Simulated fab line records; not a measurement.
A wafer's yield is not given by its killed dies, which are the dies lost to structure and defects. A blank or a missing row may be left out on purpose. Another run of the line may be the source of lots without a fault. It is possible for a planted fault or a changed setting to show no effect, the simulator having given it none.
Matching of chambers + flow n5 finfet + N5_BEOL_M11_DESCUM_33 on rie diel-02 has 4 sister chambers
The step chemistry O2, time 7.9 s. 24 wafers are shown with their chamber, then 12 later ones without.

== EACH WAFER AND ITS CHAMBER ==
| wafer  | chamber | drypump motor current A (A) | throttle valve pct (%) | showerhead plenum p Torr (Torr) |
|--------|---------|-----------------------------|------------------------|---------------------------------|
| L080.1 | 1       | 5.6                         | 20.6                   | 2.16                            |
| L080.2 | 2       | 5.1                         | 20.4                   | 2.07                            |
| L080.3 | 3       | 5.0                         | 20.4                   | 2.03                            |
| L080.4 | 0       | 6.5                         | 19.8                   | 2.13                            |
| L080.5 | 3       | 5.0                         | 20.4                   | 2.03                            |
| L080.6 | 2       | 5.1                         | 20.4                   | 2.07                            |
| L082.1 | 2       | 5.1                         | 20.4                   | 2.07                            |
| L082.2 | 1       | 5.6                         | 20.6                   | 2.16                            |
| L082.5 | 1       | 5.6                         | 20.6                   | 2.16                            |
| L084.1 | 3       | 4.9                         | 20.4                   | 2.02                            |
| L084.2 | 0       | 6.5                         | 19.8                   | 2.12                            |
| L084.3 | 1       | 5.6                         | 20.6                   | 2.16                            |
| L085.1 | 0       | 6.5                         | 19.8                   | 2.12                            |
| L085.2 | 2       | 5.1                         | 20.4                   | 2.06                            |
| L085.3 | 3       | 5.0                         | 20.4                   | 2.02                            |
| L086.1 | 2       | 5.1                         | 20.4                   | 2.06                            |
| L086.2 | 0       | 6.5                         | 19.8                   | 2.12                            |
| L086.4 | 1       | 5.6                         | 20.6                   | 2.16                            |
| L091.1 | 3       | 5.0                         | 20.5                   | 2.02                            |
| L091.2 | 0       | 6.5                         | 19.8                   | 2.12                            |
| L091.6 | 3       | 4.9                         | 20.4                   | 2.02                            |
| L092.1 | 1       | 5.6                         | 20.6                   | 2.16                            |
| L092.2 | 0       | 6.5                         | 19.8                   | 2.12                            |
| L092.4 | 1       | 5.6                         | 20.6                   | 2.16                            |

SIGNATURES (means of the wafers above)
| reading                  | chamber 0 | chamber 1 | chamber 2 | chamber 3 | scatter within a chamber |
|--------------------------|-----------|-----------|-----------|-----------|--------------------------|
| drypump motor current A  | 6.500     | 5.600     | 5.100     | 4.967     | 0.0258                   |
| throttle valve pct       | 19.800    | 20.600    | 20.400    | 20.417    | 0.0204                   |
| showerhead plenum p Torr | 2.1217    | 2.1600    | 2.0660    | 2.0233    | 0.0041                   |
Rule: distance of a wafer from a chamber = root of the sum over the readings of ((wafer's reading minus chamber's mean) / reading's scatter) squared. The wafer belongs to the nearest chamber; if the next one is less than 2 further off, it can't be placed. The scatter: take each reading less its chamber's mean, square it, sum over the shown wafers, divide by the number of wafers less the number of chambers, and take the root.

== WAFERS WITHOUT THEIR CHAMBER ==
| wafer  | drypump motor current A (A) | throttle valve pct (%) | showerhead plenum p Torr (Torr) |
|--------|-----------------------------|------------------------|---------------------------------|
| L090.1 | 6.5                         | 19.8                   | 2.12                            |
| L090.3 | 5.0                         | 20.5                   | 2.02                            |
| L090.4 | 6.5                         | 19.8                   | 2.12                            |
| L093.2 | 4.9                         | 20.5                   | 2.02                            |
| L093.5 | 5.6                         | 20.6                   | 2.16                            |
| L093.6 | 6.5                         | 19.8                   | 2.12                            |
| L097.1 | 5.1                         | 20.1                   | 2.06                            |
| L097.2 | 5.0                         | 20.5                   | 2.01                            |
| L097.3 | 5.6                         | 20.6                   | 2.15                            |
| L097.4 | 6.5                         | 19.8                   | 2.11                            |
| L097.5 | 5.1                         | 20.1                   | 2.06                            |
| L097.6 | 5.0                         | 20.5                   | 2.01                            |

== THE CHAMBER EACH PASSED THROUGH ==
| wafer  | from the rows above | in truth |
|--------|---------------------|----------|
| L090.1 | 0                   | 0        |
| L090.3 | 3                   | 3        |
| L090.4 | 0                   | 0        |
| L093.2 | 3                   | 3        |
| L093.5 | 1                   | 1        |
| L093.6 | 0                   | 0        |
| L097.1 | 2                   | 2        |
| L097.2 | 3                   | 3        |
| L097.3 | 1                   | 1        |
| L097.4 | 0                   | 0        |
| L097.5 | 2                   | 2        |
| L097.6 | 3                   | 3        |
12 of 12 placed correctly. Not placeable from these rows: 0. 0 placed wrongly.
